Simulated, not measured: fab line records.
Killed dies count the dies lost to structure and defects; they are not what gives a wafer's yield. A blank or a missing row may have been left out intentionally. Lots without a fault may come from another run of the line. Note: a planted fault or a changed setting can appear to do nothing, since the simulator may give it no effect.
fab line records	flow nand-harc
record lots=5	wafers=15	last-day=32
route steps=1302 shown P_ZERO_WELL@14 END@1302
lots untouched by any fault: they come from a run of this same line in which no faults occurred
start-h: hours from the record's opening day to when the first of the lot's shown wafers began	wait-h: how many hours have passed since the lot's step before this one	" unchanged from the row above	L1.1+2: several wafers, shown together as one row	- no value, or no start was given	* or withheld: withheld	< > ~ a bound
route shown NAME@n: NAME is a module with steps in the file, n the number in the route of the first one	usual: the fault-free wafers' mean and standard deviation	same: alike in all rows	chamber/n: place in a boat	sites: readings site by site	_std_site: the values' standard deviation	_edge_site: mean of outer sites minus mean of inner sites	radius-mm: for every site, how far away it sits from the centre of the wafer	mask NAME#n: copy n	behind: the tool/chamber that last shaped the wafer	hold: reason for holding the lot/hours on hold/outcome of the hold	device: the transistor (n, p or np) that didn't switch	end of line: the tests these same wafers got at the end of their route	a step without rows: its recipe alone	killed: at the first sort, the dies lost to defects and structure; wafer yield is something else	map: per-die view of a wafer (x killed, . not killed, _ where there is no die)
set.NAME: the setting as run; set.NAME@STEP: as run at that earlier step	model.NAME: the simulator's own value behind a step, which no gauge read
certain route steps with their lots: each step a table, each wafer a row
services: a tool's chamber out of use, with start hour (start-h, from the record's first day; less than 0 if before it), hours out, and reason
## steps
# step NHARC_P_ZERO_WELL_CD_MEAS_11
# recipe target-cd-nm=500	landing-energy-ev=500
# usual cd-nm=500.1/2.1
lot.wafer	tool	chamber	start-h	wait-h	cd-nm
L157.1	cd-sem-03	0	41.23	-	498.9
L157.3	"	0	"	"	500.1
L157.5	"	0	"	"	497.7
L164.1	cd-sem-02	0	111.24	-	500.8
L164.3	"	0	"	"	501.1
L164.5	"	0	"	"	503.2
L165.1	cd-sem-02	0	121.24	-	500.7
L165.2	"	0	"	"	501.2
L165.6	"	0	"	"	502.0
L166.1	cd-sem-03	0	131.24	-	499.4
L166.3	"	0	"	"	499.4
L166.5	"	0	"	"	499.0
L175.3	cd-sem-03	0	221.24	-	503.0
L175.4	"	0	"	"	502.7
L175.5	"	0	"	"	499.9
# step NHARC_P_ZERO_WELL_HARDBAKE_12
# recipe temp-c=118	time-s=65
# step NHARC_P_ZERO_WELL_DESCUM_13
# recipe time-s=3	o2-flow-sccm=200	ar-flow-sccm=0	bias-power-w=0	chemistry=O2
# usual drypump-motor-current-A=5.8/0.43	oes-product-au=0.999/0.01	rf-vpp-V=57.8/0.85	showerhead-plenum-p-Torr=1.93/0.076	throttle-valve-pct=11.312/0.0085
lot.wafer	tool	chamber	start-h	wait-h	drypump-motor-current-A	oes-product-au	rf-hours-counter-h	rf-vpp-V	showerhead-plenum-p-Torr	throttle-valve-pct
L157.1	rie-diel-13	0	41.39	-	5.4	0.977	12	57.6	1.99	11.307
L157.3	"	2	"	"	5.7	0.993	12	58.5	1.92	11.315
L157.5	"	0	"	"	5.3	0.974	-	57.6	1.99	11.327
L164.3	rie-diel-07	2	111.76	-	5.9	1.006	52	57.0	1.89	11.308
L164.1	"	3	"	"	5.7	1.007	52	57.8	1.80	11.303
L164.5	"	1	"	"	6.6	1.007	-	58.5	2.02	11.310
L165.1	rie-diel-03	0	121.69	-	6.4	0.997	2	57.7	1.82	11.325
L165.2	"	1	"	"	5.1	1.016	2	58.6	1.93	11.320
L165.6	"	3	"	"	6.0	1.015	-	57.6	1.95	11.318
L166.1	rie-diel-03	3	131.40	-	6.0	0.996	3	58.2	1.95	11.315
L166.3	"	1	"	"	5.1	1.011	3	56.1	1.93	11.314
L166.5	"	3	"	"	6.0	1.004	-	56.0	1.95	11.314
L175.4	rie-diel-13	1	221.40	-	5.3	0.985	13	58.8	2.05	11.323
L175.3	"	3	"	"	6.3	1.009	10	57.4	1.97	11.310
L175.5	"	0	"	"	5.4	1.007	-	56.9	1.97	11.319
# step NHARC_P_ZERO_WELL_ETCH_65
# recipe target-depth-a=800	overetch-a=240	time-s=87.88	ion-energy-ev=200	n2-flow-sccm=150	h2-flow-sccm=150	ar-flow-sccm=0	rf-w=400	bias-w=150	chemistry=N2/H2
# usual drypump-motor-current-A=5.9/0.44	oes-product-au=1.000/0.0099	rf-vpp-V=430.8/2.5	showerhead-plenum-p-Torr=2.05/0.083	throttle-valve-pct=14.171/0.0089
lot.wafer	tool	chamber	start-h	wait-h	drypump-motor-current-A	oes-product-au	rf-hours-counter-h	rf-vpp-V	showerhead-plenum-p-Torr	throttle-valve-pct
L157.1	rie-diel-13	3	41.48	0.1	6.3	0.984	12	431.7	2.12	14.165
L157.3	"	1	"	"	5.3	0.977	12	435.3	2.21	14.170
L157.5	"	3	"	"	6.4	0.981	-	432.7	2.12	14.170
L164.3	rie-diel-07	1	111.88	0.1	6.5	0.998	57	432.3	2.16	14.168
L164.1	"	3	"	"	5.6	1.010	52	427.4	1.91	14.183
L164.5	"	1	"	"	6.6	0.996	-	433.3	2.15	14.177
L165.1	rie-diel-03	0	121.81	0.1	6.4	1.011	2	427.3	1.93	14.163
L165.2	"	1	"	"	5.1	1.020	2	431.6	2.06	14.175
L165.6	"	1	"	"	5.1	1.015	-	429.1	2.06	14.156
L166.3	rie-diel-03	3	131.48	0.1	6.0	1.006	3	431.0	2.08	14.164
L166.1	"	2	"	"	6.2	0.998	3	429.8	2.04	14.180
L166.5	"	3	"	"	6.0	0.998	-	432.0	2.08	14.178
L175.3	rie-diel-13	1	221.47	0.1	5.4	0.996	13	434.8	2.19	14.173
L175.4	"	3	"	"	6.3	0.997	10	431.9	2.10	14.180
L175.5	"	1	"	"	5.4	0.994	-	435.4	2.19	14.172
# step NHARC_P_ZERO_WELL_ETCH_62
# recipe target-depth-a=130	time-s=6.5	chf3-flow-sccm=50	ar-flow-sccm=200	rf-w=500	bias-w=200	chemistry=CHF3/Ar
# usual drypump-motor-current-A=5.9/0.42	oes-product-au=0.958/0.016	rf-vpp-V=370.8/2.2	showerhead-plenum-p-Torr=2.35/0.088	throttle-valve-pct=20.215/0.0085
lot.wafer	tool	chamber	start-h	wait-h	drypump-motor-current-A	oes-product-au	rf-hours-counter-h	rf-vpp-V	showerhead-plenum-p-Torr	throttle-valve-pct
L157.1	rie-diel-13	0	-	-	5.3	0.943	12	374.0	2.44	20.207
L157.3	"	2	"	"	5.7	0.963	12	370.8	2.35	20.213
L157.5	"	3	"	"	6.3	0.967	-	372.9	2.43	20.201
L164.3	rie-diel-07	3	-	-	5.7	0.962	52	367.8	2.21	20.212
L164.1	"	0	"	"	5.7	0.935	49	369.5	2.31	20.216
L164.5	"	0	"	"	5.8	0.946	-	369.0	2.31	20.226
L165.1	rie-diel-03	3	-	-	6.0	0.956	2	372.9	2.39	20.212
L165.2	"	0	"	"	6.4	0.948	2	367.0	2.23	20.218
L165.6	"	2	"	"	6.2	0.951	-	369.8	2.35	20.205
L166.3	rie-diel-03	0	-	-	6.4	0.941	3	368.6	2.23	20.218
L166.1	"	1	"	"	5.1	0.973	3	370.3	2.36	20.227
L166.5	"	0	"	"	6.4	0.943	-	367.4	2.23	20.202
L175.4	rie-diel-13	3	-	-	6.4	0.972	10	371.6	2.41	20.229
L175.3	"	0	"	"	5.3	0.953	15	371.0	2.41	20.213
L175.5	"	2	"	"	5.8	0.966	-	370.1	2.33	20.220
# step NHARC_P_ZERO_WELL_ETCH_63
# recipe target-depth-a=1200	time-s=40.1	hbr-flow-sccm=150	cl2-flow-sccm=50	rf-w=400	icp-w=400	bias-w=100	chemistry=HBr/Cl2
# usual drypump-motor-current-A=5.8/0.34	oes-product-au=1.004/0.0091	throttle-valve-pct=26.406/0.0082
lot.wafer	tool	chamber	start-h	wait-h	drypump-motor-current-A	oes-product-au	rf-hours-counter-h	throttle-valve-pct
L157.3	rie-si-01	3	41.65	-	5.4	0.992	0.1	26.410
L157.1	"	0	"	"	5.3	0.997	0.1	26.399
L157.5	"	3	"	"	5.4	0.998	-	26.397
L164.1	rie-si-01	1	112.19	-	6.2	1.014	0.6	26.405
L164.3	"	3	"	"	5.4	0.997	0.6	26.409
L164.5	"	1	"	"	6.2	1.007	-	26.402
L165.1	rie-si-04	1	122.00	-	5.9	1.001	0.8	26.393
L165.2	"	3	"	"	5.9	1.014	0.9	26.395
L165.6	"	0	"	"	6.1	1.011	-	26.395
L166.1	rie-si-03	2	131.71	-	5.1	0.998	0.4	26.401
L166.3	"	3	"	"	5.8	0.997	0.4	26.409
L166.5	"	1	"	"	5.9	1.003	-	26.407
L175.4	rie-si-01	1	221.66	-	6.2	1.006	0.1	26.390
L175.3	"	3	"	"	5.4	0.997	0.1	26.400
L175.5	"	1	"	"	6.2	1.009	-	26.401
# step NHARC_P_ZERO_WELL_STRIP_15
# recipe time-s=900	temp-c=130	chemistry=SPM
# step NHARC_P_ZERO_WELL_DEHYDRATE_16
# recipe temp-c=150	time-s=120
# step NHARC_P_ZERO_WELL_HMDS_17
# recipe time-s=30
# step NHARC_P_ZERO_WELL_COAT_18
# recipe spin-rpm=withheld
# step NHARC_P_ZERO_WELL_SOFTBAKE_19
# recipe temp-c=122	time-s=95
# step NHARC_P_ZERO_WELL_EBR_20
# step NHARC_P_ZERO_WELL_EXPOSE_21
# recipe na=0.6	target-cd-nm=720	dose-mj=22.31	mask-id=P_NWELL
# usual reticle-temp-C=22.98/0.085
lot.wafer	tool	chamber	start-h	wait-h	mask	reticle-temp-C
L157.1	krf-scanner-01	0	42.43	-	P_NWELL#0	22.94
L157.3	"	0	"	"	P_NWELL#0	23.08
L157.5	"	0	"	"	P_NWELL#0	23.04
L164.1	krf-scanner-04	0	112.95	-	P_NWELL#0	23.00
L164.3	"	0	"	"	P_NWELL#0	22.89
L164.5	"	0	"	"	P_NWELL#0	23.10
L165.1	krf-scanner-01	0	122.75	-	P_NWELL_R1#0	22.98
L165.2	"	0	"	"	P_NWELL_R1#0	22.91
L165.6	"	0	"	"	P_NWELL_R1#0	23.03
L166.1	krf-scanner-02	0	132.46	-	P_NWELL#0	22.99
L166.3	"	0	"	"	P_NWELL#0	23.01
L166.5	"	0	"	"	P_NWELL#0	23.05
L175.3	krf-scanner-02	0	222.43	-	P_NWELL#0	22.99
L175.4	"	0	"	"	P_NWELL#0	22.96
L175.5	"	0	"	"	P_NWELL#0	23.01
# step NHARC_P_ZERO_WELL_PEB_22
# recipe peb-temp-c=118	peb-time-s=85
# step NHARC_P_ZERO_WELL_DEVELOP_23
# recipe time-s=70
# step NHARC_P_ZERO_WELL_CD_MEAS_24
# recipe target-cd-nm=720	landing-energy-ev=500
# usual cd-nm=720.6/1.8
lot.wafer	tool	chamber	start-h	wait-h	hold	cd-nm
L157.1	cd-sem-03	0	42.58	-	-	721.2
L157.3	"	0	"	"	-	722.9
L157.5	"	0	"	"	-	719.7
L164.1	cd-sem-02	0	113.11	-	-	716.6
L164.3	"	0	"	"	-	719.1
L164.5	"	0	"	"	-	719.9
L165.1	cd-sem-03	0	122.91	-	await-dispo/0.2h/release	706.9
L165.2	"	0	"	"	await-dispo/0.2h/release	703.7
L165.6	"	0	"	"	await-dispo/0.2h/release	706.8
L165.1	cd-sem-03	0	-	-	-	707.4
L165.2	"	0	"	"	-	703.5
L165.6	"	0	"	"	-	707.2
L166.1	cd-sem-02	0	132.61	-	-	725.8
L166.3	"	0	"	"	-	722.0
L166.5	"	0	"	"	-	723.5
L175.3	cd-sem-01	0	222.58	-	-	719.1
L175.4	"	0	"	"	-	719.2
L175.5	"	0	"	"	-	718.9
# step NHARC_P_ZERO_WELL_DESCUM_26
# recipe time-s=3	o2-flow-sccm=200	ar-flow-sccm=0	bias-power-w=0	chemistry=O2
# usual drypump-motor-current-A=5.9/0.4	oes-product-au=0.998/0.011	rf-vpp-V=57.9/0.88	showerhead-plenum-p-Torr=1.92/0.081	throttle-valve-pct=11.312/0.0091
lot.wafer	tool	chamber	start-h	wait-h	drypump-motor-current-A	oes-product-au	rf-hours-counter-h	rf-vpp-V	showerhead-plenum-p-Torr	throttle-valve-pct	model.P_ZERO_WELL.cd-nm
L157.3	rie-diel-03	2	42.74	-	6.2	0.998	29	57.7	1.92	11.302	722.8
L157.1	"	1	"	"	5.1	1.002	32	58.3	1.94	11.309	720.5
L157.5	"	3	"	"	6.0	0.997	-	57.7	1.96	11.307	720
L164.3	rie-diel-07	1	113.28	-	6.6	0.982	57	58.6	2.02	11.302	719.7
L164.1	"	3	"	"	5.7	1.004	52	57.9	1.80	11.302	717
L164.5	"	1	"	"	6.5	1.003	-	58.3	2.02	11.317	720.1
L165.2	rie-diel-03	3	125.04	-	6.0	1.011	3	58.3	1.95	11.315	704.2
L165.1	"	1	"	"	5.1	1.020	3	58.6	1.93	11.329	707.7
L165.6	"	0	"	"	6.4	1.005	-	57.5	1.82	11.305	707.3
L166.3	rie-diel-13	2	132.80	-	5.7	1.002	45	58.5	1.91	11.320	722.7
L166.1	"	3	"	"	6.4	1.005	46	57.7	1.97	11.305	725.9
L166.5	"	0	"	"	5.4	0.982	-	57.8	1.98	11.301	723.4
L175.3	rie-diel-07	2	222.76	-	5.9	1.005	34	58.9	1.88	11.321	718.6
L175.4	"	3	"	"	5.6	1.002	33	57.4	1.79	11.298	719.5
L175.5	"	1	"	"	6.6	1.015	-	56.6	2.01	11.309	719.4
# step NHARC_P_ZERO_WELL_IMPLANT_27
# recipe energy-kev=600	dose-cm2=1e+13	tilt-deg=7
# step NHARC_END_SORT_01
# recipe temp-c=25
# usual killed-at-array=50/16	killed-at-other=0.8/1	killed-at-periphery=4/3.1	killed-dies=54/16	killed-open=3.2/2	killed-short=2.5/1.6
# same gross-dies=677
lot.wafer	tool	chamber	start-h	wait-h	killed-at-array	killed-at-other	killed-at-periphery	killed-dies	killed-open	killed-short
L157.1	prober-02	0	580.70	2.5	32	1	2	35	1	2
L157.3	prober-02	0	582.29	3.1	31	1	3	35	5	3
L157.5	prober-02	0	583.88	3.7	31	1	4	36	6	2
# killed by level:class
L157.1 A_CHANNEL_HOLE_D2:chamber-film-flake=23 A_CHANNEL_HOLE_D1:chamber-film-flake=3 A_CHANNEL_FILL_D1:chamber-film-flake=2 A_STAIRCASE:chamber-film-flake=2 P_CONTACT:geometric-particle:open=1 A_CHANNEL_FILL_D2:geometric-particle:short=1 STARTING-WAFER:geometric-particle:short=1 P_ZERO_WELL:chamber-film-flake=1
L157.3 A_CHANNEL_HOLE_D2:chamber-film-flake=17 A_CHANNEL_FILL_D1:chamber-film-flake=5 A_CONTACT:chamber-film-flake=3 P_CONTACT:geometric-particle:open=1 P_M0:geometric-particle:open=1 A_ONON_D1:geometric-particle:short=1 A_ONON_D1:geometric-particle:open=1 A_DECK1_JOINT:geometric-particle:short=1
L157.5 A_CHANNEL_HOLE_D2:chamber-film-flake=20 A_CHANNEL_FILL_D1:chamber-film-flake=4 A_M0:geometric-particle:open=2 P_GATE:geometric-particle:short=1 P_CONTACT:geometric-particle:open=1 P_M0:geometric-particle:open=1 A_ONON_D2:geometric-particle:open=1 A_SGD_CUT:geometric-particle:short=1
## services
tool	chamber	start-h	hours	kind
rie-diel-07	0	28.84	4.6	repair
rie-si-04	2	31.12	2.6	repair
rie-si-01	2	71.69	5.1	repair
rie-diel-03	1	75.79	1.2	repair
krf-scanner-02	-	81.68	2.4	repair
krf-scanner-02	-	89.67	4.1	repair
krf-scanner-02	-	94.00	4.0	pm
rie-diel-07	0	96.11	9.6	repair
krf-scanner-02	-	103.59	3.3	repair
rie-diel-03	-	104.30	9.0	pm
rie-si-01	2	110.29	1.0	repair
rie-diel-07	-	117.35	9.0	pm
rie-si-01	-	125.32	0.9	repair
krf-scanner-01	-	140.03	4.0	pm
rie-si-01	-	155.47	0.6	repair
rie-diel-13	2	156.41	22.4	repair
rie-diel-13	-	165.01	9.0	pm
rie-diel-07	1	171.26	18.0	repair
rie-diel-07	2	174.65	3.1	repair
rie-si-01	-	193.00	9.0	pm
rie-diel-13	3	200.20	13.6	repair
rie-diel-13	-	202.49	0.5	repair
krf-scanner-02	-	208.56	0.6	repair
rie-diel-07	-	209.11	3.7	repair
## key
first-sign step=NHARC_P_ZERO_WELL_EXPOSE_21	reading=mask	direction=changed
effect step=NHARC_P_ZERO_WELL_CD_MEAS_24	reading=visit	direction=added
effect step=NHARC_P_ZERO_WELL_CD_MEAS_24	reading=cd-nm	direction=down	sigmas=8.2	usual=720.6	struck=705.8
model-effect step=NHARC_P_ZERO_WELL_DESCUM_26	value=P_ZERO_WELL.cd-nm	without=722	struck=706.4
met-at NHARC_P_ZERO_WELL_EXPOSE_21
struck-wafers L165.1,L165.2,L165.6
tester-left-out L165
onset-between 42.43 122.75
fault kind=wrong-mask	tool=any	chamber=-	onset-h=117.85	steps=NHARC_P_ZERO_WELL_EXPOSE_21	aux-copy=P_NWELL_R1#0	cd-offset-nm=-15.581	scope=struck-lots-only
# tester-left-out: of these lots the tester's yield and bins aren't shown, on N5 and GAA mostly nor the transistor test; their killed dies are dies lost to structure and defects alone, not to doping, threshold or leakage, so they don't give the yield
